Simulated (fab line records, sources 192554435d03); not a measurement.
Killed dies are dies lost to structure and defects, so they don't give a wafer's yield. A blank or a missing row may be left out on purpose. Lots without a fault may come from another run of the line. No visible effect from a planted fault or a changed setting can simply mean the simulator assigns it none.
Check of tool commonality + flow n5Finfet + 11 lots and 33 wafers in the sample

## WHAT PROMPTED THE OPENING
Flagged at N5_BEOL_M14_CD_MEAS_10: reading cdNm, on 2 of 11 lots. Fault-free wafers read 250.2 nm, with a standard deviation of 1.6.
Rule: flag the lot when none of its wafers has a number, or when each of its wafers that has one lies beyond 4 standard deviations from that mean. As for the other lots, they are considered sound.

| lot  | measured     | on       | cdNm (nm), wafer by wafer | flag    |
|------|--------------|----------|---------------------------|---------|
| L117 | day 10 23:14 | cdSem-02 | 248.2 249.4 249.6         |         |
| L118 | day 10 23:30 | cdSem-02 | 250.2 250.1 248.5         |         |
| L119 | day 11 06:13 | cdSem-03 | 251.4 254.6 251.5         |         |
| L120 | day 11 13:59 | cdSem-02 | 247.9 249.6 247.6         |         |
| L122 | day 12 06:25 | cdSem-03 | 248.9 249.1 249.9         |         |
| L124 | day 13 00:01 | cdSem-02 | 251.9 251.0 250.3         |         |
| L126 | day 13 18:14 | cdSem-03 | 273.4 272.1 273.4         | FLAGGED |
| L127 | day 14 04:13 | cdSem-01 | 265.1 264.6 263.2         | FLAGGED |
| L132 | day 14 19:08 | cdSem-01 | 249.8 249.0 248.4         |         |
| L133 | day 14 21:20 | cdSem-01 | 251.0 249.5 251.7         |         |
| L135 | day 16 04:11 | cdSem-03 | 250.2 250.0 252.5         |         |
Average over the flagged lots: 268.6 nm; offset from the usual +18.4 nm, equal to +12 standard deviations.

## EACH LOT AND THE TOOL IT RAN ON
The record holds 4 process steps before the reading, out of a route of 1938 steps. In each cell: the tool, then ch and the chambers that the sampled wafers went through, then the start.
| lot  | flag    | N5_BEOL_M13_STRIP_37                | N5_BEOL_M13_PRE_CLEAN_42    | N5_BEOL_M13_ANNEAL_48           | N5_BEOL_M14_EXPOSE_07            |
|------|---------|-------------------------------------|-----------------------------|---------------------------------|----------------------------------|
| L117 |         | plasmaAsher-01 ch 0,1, day 10 17:22 | pvdSputter-02, day 10 21:06 | rtpAnneal-01 ch 0, day 10 21:52 | krfScanner-01 ch 0, day 10 23:04 |
| L118 |         | plasmaAsher-01 ch 0,1, day 10 18:14 | pvdSputter-02, day 10 21:30 | rtpAnneal-01 ch 0, day 10 22:08 | krfScanner-02 ch 0, day 10 23:20 |
| L119 |         | plasmaAsher-02 ch 0,1, day 11 00:14 | pvdSputter-02, day 11 04:10 | rtpAnneal-02 ch 0, day 11 04:48 | krfScanner-01 ch 0, day 11 06:02 |
| L120 |         | plasmaAsher-02 ch 0,1, day 11 08:25 | pvdSputter-01, day 11 12:07 | rtpAnneal-01 ch 0, day 11 12:35 | krfScanner-02 ch 0, day 11 13:49 |
| L122 |         | plasmaAsher-01 ch 0,1, day 11 22:31 | pvdSputter-01, day 12 04:32 | rtpAnneal-02 ch 0, day 12 05:01 | krfScanner-01 ch 0, day 12 06:15 |
| L124 |         | plasmaAsher-01 ch 0,1, day 12 20:05 | pvdSputter-01, day 12 20:33 | rtpAnneal-02 ch 0, day 12 22:37 | krfScanner-02 ch 0, day 12 23:51 |
| L126 | FLAGGED | plasmaAsher-01 ch 0,1, day 13 14:29 | pvdSputter-03, day 13 15:15 | rtpAnneal-01 ch 0, day 13 16:40 | krfScanner-01 ch 0, day 13 18:04 |
| L127 | FLAGGED | plasmaAsher-02 ch 0,1, day 14 01:08 | pvdSputter-02, day 14 02:18 | rtpAnneal-02 ch 0, day 14 02:56 | krfScanner-01 ch 0, day 14 04:02 |
| L132 |         | plasmaAsher-01 ch 0,1, day 14 16:09 | pvdSputter-01, day 14 17:11 | rtpAnneal-02 ch 0, day 14 17:51 | krfScanner-02 ch 0, day 14 18:58 |
| L133 |         | plasmaAsher-01 ch 0, day 14 18:48   | pvdSputter-02, day 14 19:35 | rtpAnneal-02 ch 0, day 14 20:04 | krfScanner-02 ch 0, day 14 21:10 |
| L135 |         | plasmaAsher-01 ch 0,1, day 16 00:23 | pvdSputter-01, day 16 02:14 | rtpAnneal-01 ch 0, day 16 02:43 | krfScanner-02 ch 0, day 16 04:01 |
What the steps here do:
- N5_BEOL_M13_STRIP_37: strips in N2/H2.
- N5_BEOL_M13_PRE_CLEAN_42: time 30 s.
- N5_BEOL_M13_ANNEAL_48: time 90 s.
- N5_BEOL_M14_EXPOSE_07: exposes mask V13.
- N5_BEOL_M14_CD_MEAS_10: target cd 250 nm.

## FLAGGED AGAINST TOTAL, ONE TOOL AT A TIME (gauges that did the reading follow at the end)
| step                     | tool           | lots run | flagged | share of the flagged lots | sound lots run after its first flagged lot |
|--------------------------|----------------|----------|---------|---------------------------|--------------------------------------------|
| N5_BEOL_M13_STRIP_37     | plasmaAsher-01 | 8        | 1       | some                      | 3 (L132,L133,L135)                         |
| N5_BEOL_M13_STRIP_37     | plasmaAsher-02 | 3        | 1       | some                      | 0                                          |
| N5_BEOL_M13_PRE_CLEAN_42 | pvdSputter-01  | 5        | 0       | none                      | -                                          |
| N5_BEOL_M13_PRE_CLEAN_42 | pvdSputter-02  | 5        | 1       | some                      | 1 (L133)                                   |
| N5_BEOL_M13_PRE_CLEAN_42 | pvdSputter-03  | 1        | 1       | some                      | 0                                          |
| N5_BEOL_M13_ANNEAL_48    | rtpAnneal-01   | 5        | 1       | some                      | 1 (L135)                                   |
| N5_BEOL_M13_ANNEAL_48    | rtpAnneal-02   | 6        | 1       | some                      | 2 (L132,L133)                              |
| N5_BEOL_M14_EXPOSE_07    | krfScanner-01  | 5        | 2       | all                       | 0                                          |
| N5_BEOL_M14_EXPOSE_07    | krfScanner-02  | 6        | 0       | none                      | -                                          |
| N5_BEOL_M14_CD_MEAS_10   | cdSem-01       | 3        | 1       | some                      | 2 (L132,L133)                              |
| N5_BEOL_M14_CD_MEAS_10   | cdSem-02       | 4        | 0       | none                      | -                                          |
| N5_BEOL_M14_CD_MEAS_10   | cdSem-03       | 4        | 1       | some                      | 1 (L135)                                   |

## WHAT THE TABLE PERMITS
In the table, 1 row covers all flagged lots: krfScanner-01 at N5_BEOL_M14_EXPOSE_07.
- krfScanner-01 at N5_BEOL_M14_EXPOSE_07 ran 5 lots, 2 of them flagged. Last sound lot L122 at day 12 06:15, first flagged lot L126 at day 13 18:04; a fault beginning in between fits. Its own readings lie more than 4 standard deviations out on every wafer of the flagged lots: exposureDoseMJCm2.
Left over: one tool, krfScanner-01 at N5_BEOL_M14_EXPOSE_07.

## WHAT WAS PUT IN BY THE SIMULATOR
Drift in process parameters on krfScanner-01 at N5_BEOL_M14_EXPOSE_07, starting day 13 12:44. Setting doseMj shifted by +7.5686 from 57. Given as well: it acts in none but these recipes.
Lots struck among those shown: L126, L127. This agrees with what the rule above found.
